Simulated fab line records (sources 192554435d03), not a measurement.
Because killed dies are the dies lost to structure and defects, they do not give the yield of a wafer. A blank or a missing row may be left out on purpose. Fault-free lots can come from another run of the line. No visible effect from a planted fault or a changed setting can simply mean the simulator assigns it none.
Comparing a struck lot with a sound one -- flow n5 finfet -- 16 out of 1938 route steps
Sound: the wafers L659.1, L659.3, L659.5. Struck: wafer L646.1 (left out: L646.6, a lot-mate that was not struck); the cause follows at the end.
At each step with rows: each side's tool, then ch and its chambers, then its first start. Under that, the readings that differ: sound wafers -- struck wafers -- difference of the means -- sigmas: that difference in standard deviations of wafers without a fault.
alike: same words and numbers on both sides, and readings whose means sit less than 2 such deviations apart. not compared: any withheld reading, any reading some wafer has no value for, any bound like >300 that may hide the same value, and any number with overlapping values for which the record gives no deviation.
The two part at a step that has a row with sigmas, a row that says differs or no value, or rows on one side only. Numbers that have no deviation but don't overlap get no sigmas and don't part them. A reading missing from all wafers of one side parts the sides only when that side holds two or more wafers.

first, 1 step without rows for these wafers: N5_BEOL_M2_DEVELOP_27 (develop time 30 s).
N5_BEOL_M2_CD_MEAS_28: target cd 26.2 nm, target cd y 24.1 nm.
  sound on cd sem-03 ch 0, day 12 04:21; struck on cd sem-03 ch 0, day 9 11:19
reading,sound,struck,difference,sigmas
cd nm (nm),26.63 26.23 26.53,25.86,-0.60,-2
N5_BEOL_M2_OVL_MEAS_29:
  sound on overlay-01 ch 0, day 12 04:23; struck on overlay-02 ch 0, day 9 11:21
  alike: V1_OVL
N5_BEOL_M2_INSPECT_30: inspects for defects (brightfield).
  sound: defect inspect-01 at day 12 04:26; struck: defect inspect-02 at day 9 11:24
  alike: raw defect count
N5_BEOL_M2_DESCUM_33: chemistry O2, time 7 s.
  sound on rie diel-04 ch 2,3, day 12 04:28; struck on rie diel-04 ch 1, day 9 11:26
  alike: drypump motor current A, oes product au, rf vpp V, showerhead plenum p Torr, throttle valve pct
  not compared: rf hours counter h
N5_BEOL_M2_ETCH_77: etches underlayer in N2/H2, target depth 6.5 nm, time 5.2 s.
  sound on rie diel-04 ch 2,3, day 12 04:31; struck on rie diel-04 ch 1, day 9 11:28
reading,sound,struck,difference,sigmas
throttle valve pct (%),17.95 17.49 17.53,18.12,+0.46,+2
  alike: drypump motor current A, etch rf on time s, n2 flow sccm, oes product au, rf vpp V, showerhead plenum p Torr
  not compared: rf hours counter h
N5_BEOL_M2_ETCH_69: etches SiARC in CF4, target depth 15.6 nm, time 26 s.
  sound on rie diel-04 ch 2,3, day 12 04:32; struck on rie diel-04 ch 1, day 9 11:29
  alike: drypump motor current A, etch rf on time s, oes product au, rf vpp V, showerhead plenum p Torr, throttle valve pct
  not compared: rf hours counter h
N5_BEOL_M2_ALD_98: deposits SiO2, target thk 2.5 nm, pulse time 1 s, co reactant pulse time 1 s.
  sound on ald sin-01 ch 1,3, day 12 04:54; struck on ald sin-02 ch 0, day 9 11:34
  alike: chamber pressure Torr, heater power w, precursor pulse height rel
then, 1 step without rows for these wafers: N5_BEOL_M2_ETCHBACK_99 (etches SiO2 in CHF3, target depth 5 nm, time 10.4 s).
N5_BEOL_M2_ETCH_70: etches SOC in N2/H2, target depth 80 nm, overetch 24 nm, time 130 s.
  sound on rie diel-04 ch 0,2,3, day 12 07:40; struck on rie diel-01 ch 2, day 9 16:26
reading,sound,struck,difference,sigmas
rf vpp V (V),525.3 525.1 520.9,529.3,+5.5,+2
  alike: drypump motor current A, n2 flow sccm, oes product au, run length s, showerhead plenum p Torr, throttle valve pct
  not compared: rf hours counter h
then, 2 steps without rows for these wafers: N5_BEOL_M2_STRIP_71 (strips in N2/H2); N5_BEOL_M2_STRIP_78 (strips in N2/H2).
N5_BEOL_M2_VIA_ETCH_34: etches the open film in C4F6/O2, target depth 69.4 nm, time 65.9 s.
  sound on rie diel-04 ch 0,2,3, day 12 07:46; struck on rie diel-01 ch 2, day 9 16:33
reading,sound,struck,difference,sigmas
run length s (s),90.0 89.3 89.6,92.0,+2.4,+5
model.etch.depth nm (nm),71.9 71.96 70.37,72.1,+0.7,
model.SOC_of_BEOL_M2_COAT_67.thk nm (nm),51.8 51.8 51.8,51.6,-0.2,
  alike: drypump motor current A, oes product au, rf vpp V, showerhead plenum p Torr, throttle valve pct
  not compared: rf hours counter h
then, 1 step without rows for these wafers: N5_BEOL_M2_STRIP_83 (strips in C4F6/O2).
N5_BEOL_M4_RC_MEAS_101:
  sound on prober-01 ch 0, day 13 18:42; struck on prober-01 ch 0, day 10 15:53
reading,sound,struck,difference,sigmas
ION_N (uA/um),655 660 657,684,+27,+2
ION_P (uA/um),450 445 446,463,+16,+2
VT_N (mV),257 252 254,247,-7,-2
VT_P (mV),-258 -255 -260,-250,+8,+2
  alike: DIBL_N, DIBL_P, IOFF_N, IOFF_P, SS_N, SS_P
next, for these wafers, 1 step has no rows: N5_PASSIVATION_PROBE_49.

WHERE THEY PART
First at N5_BEOL_M2_CD_MEAS_28; last, within this record, at N5_BEOL_M4_RC_MEAS_101.

WHY: the cause the simulator had injected
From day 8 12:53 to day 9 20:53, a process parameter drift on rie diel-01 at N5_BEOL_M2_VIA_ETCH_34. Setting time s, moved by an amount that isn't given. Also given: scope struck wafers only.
